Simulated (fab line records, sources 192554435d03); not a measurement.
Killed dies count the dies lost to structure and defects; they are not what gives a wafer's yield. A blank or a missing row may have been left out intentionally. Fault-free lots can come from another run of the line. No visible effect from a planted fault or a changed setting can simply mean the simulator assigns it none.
Which tool was responsible? / flow n5 finfet / 30 wafers from 11 lots sampled at 3 of the route's 1938 steps

## WHAT EACH GAUGE READ, for each wafer
N5_BEOL_M7_OVL_MEAS_29.
lot=L402; measured=day 10 06:47; on=overlay-02; V6_OVL (nm)=0.7 0.5 0.1
lot=L406; measured=day 11 10:44; on=overlay-01; V6_OVL (nm)=0.6 -0.2 -0.1
lot=L404; measured=day 11 13:36; on=overlay-02; V6_OVL (nm)=-0.3 0.3
lot=L407; measured=day 12 01:35; on=overlay-01; V6_OVL (nm)=0.3 -0.5 -1.2
lot=L410; measured=day 12 11:47; on=overlay-01; V6_OVL (nm)=-1.0 -0.3 -0.2
lot=L412; measured=day 13 07:07; on=overlay-02; V6_OVL (nm)=-0.8 -0.7 -1.0
lot=L413; measured=day 13 13:22; on=overlay-02; V6_OVL (nm)=-0.2 -0.6 -1.0
lot=L422; measured=day 16 01:26; on=overlay-01; V6_OVL (nm)=-1.2 -0.2
lot=L424; measured=day 16 07:12; on=overlay-02; V6_OVL (nm)=-0.5 -0.5 0.0
lot=L423; measured=day 16 16:53; on=overlay-02; V6_OVL (nm)=-0.6 -1.1
lot=L425; measured=day 16 16:43; on=overlay-01; V6_OVL (nm)=-0.3 -0.3 -0.7

## WHICH TOOL RAN EACH LOT (tool, then ch and the chambers of the sampled wafers, then the start)
lot=L402; N5_BEOL_M7_DESCUM_16=rie diel-03 ch 0,1,2, day 10 01:52; N5_BEOL_M7_STRIP_67=rie diel-03 ch 0,1,2, day 10 02:06
lot=L406; N5_BEOL_M7_DESCUM_16=rie diel-02 ch 1,3, day 11 09:56; N5_BEOL_M7_STRIP_67=rie diel-02 ch 1,3, day 11 10:10
lot=L404; N5_BEOL_M7_DESCUM_16=rie diel-03 ch 2,3, day 11 11:40; N5_BEOL_M7_STRIP_67=rie diel-03 ch 2,3, day 11 11:54
lot=L407; N5_BEOL_M7_DESCUM_16=rie diel-06 ch 2,3, day 11 21:38; N5_BEOL_M7_STRIP_67=rie diel-06 ch 2,3, day 11 21:53
lot=L410; N5_BEOL_M7_DESCUM_16=rie diel-03 ch 1,2,3, day 12 10:53; N5_BEOL_M7_STRIP_67=rie diel-03 ch 1,2,3, day 12 11:08
lot=L412; N5_BEOL_M7_DESCUM_16=rie diel-03 ch 0,3, day 13 04:17; N5_BEOL_M7_STRIP_67=rie diel-03 ch 0,3, day 13 04:31
lot=L413; N5_BEOL_M7_DESCUM_16=rie diel-03 ch 0,3, day 13 12:14; N5_BEOL_M7_STRIP_67=rie diel-03 ch 0,3, day 13 12:28
lot=L422; N5_BEOL_M7_DESCUM_16=rie diel-02 ch 0, day 15 23:21; N5_BEOL_M7_STRIP_67=rie diel-02 ch 0, day 15 23:35
lot=L424; N5_BEOL_M7_DESCUM_16=rie diel-03 ch 1,2,3, day 16 05:16; N5_BEOL_M7_STRIP_67=rie diel-03 ch 1,2,3, day 16 05:29
lot=L423; N5_BEOL_M7_DESCUM_16=rie diel-06 ch 0,1, day 16 11:44; N5_BEOL_M7_STRIP_67=rie diel-06 ch 0,1, day 16 11:58
lot=L425; N5_BEOL_M7_DESCUM_16=rie diel-06 ch 0,1,2, day 16 12:51; N5_BEOL_M7_STRIP_67=rie diel-06 ch 0,1,2, day 16 13:05
- N5_BEOL_M7_DESCUM_16: chemistry O2, time 7.9 s.
- N5_BEOL_M7_STRIP_67: strips in CF4.

## THE ANSWER, worked out from the rows above alone
Rule: the lots themselves supply what counts as usual. The widest of any qualifying gaps counts: lots, ordered by their means at a reading, are off when they make up no more than a third of the lots, leave a main group of 4 or more, and stand apart from it by 3 or more times the standard deviation of that group's means. A main group is skipped when, at the precision printed for the reading in the tables above, its means are all equal. A lot without any number at a reading at which 4 lots or more have one is off too. All remaining lots with rows at the step are treated as sound.
Nothing can be told from this: no lot is off at any reading shown.

## WHAT THE SIMULATOR HAD PUT IN
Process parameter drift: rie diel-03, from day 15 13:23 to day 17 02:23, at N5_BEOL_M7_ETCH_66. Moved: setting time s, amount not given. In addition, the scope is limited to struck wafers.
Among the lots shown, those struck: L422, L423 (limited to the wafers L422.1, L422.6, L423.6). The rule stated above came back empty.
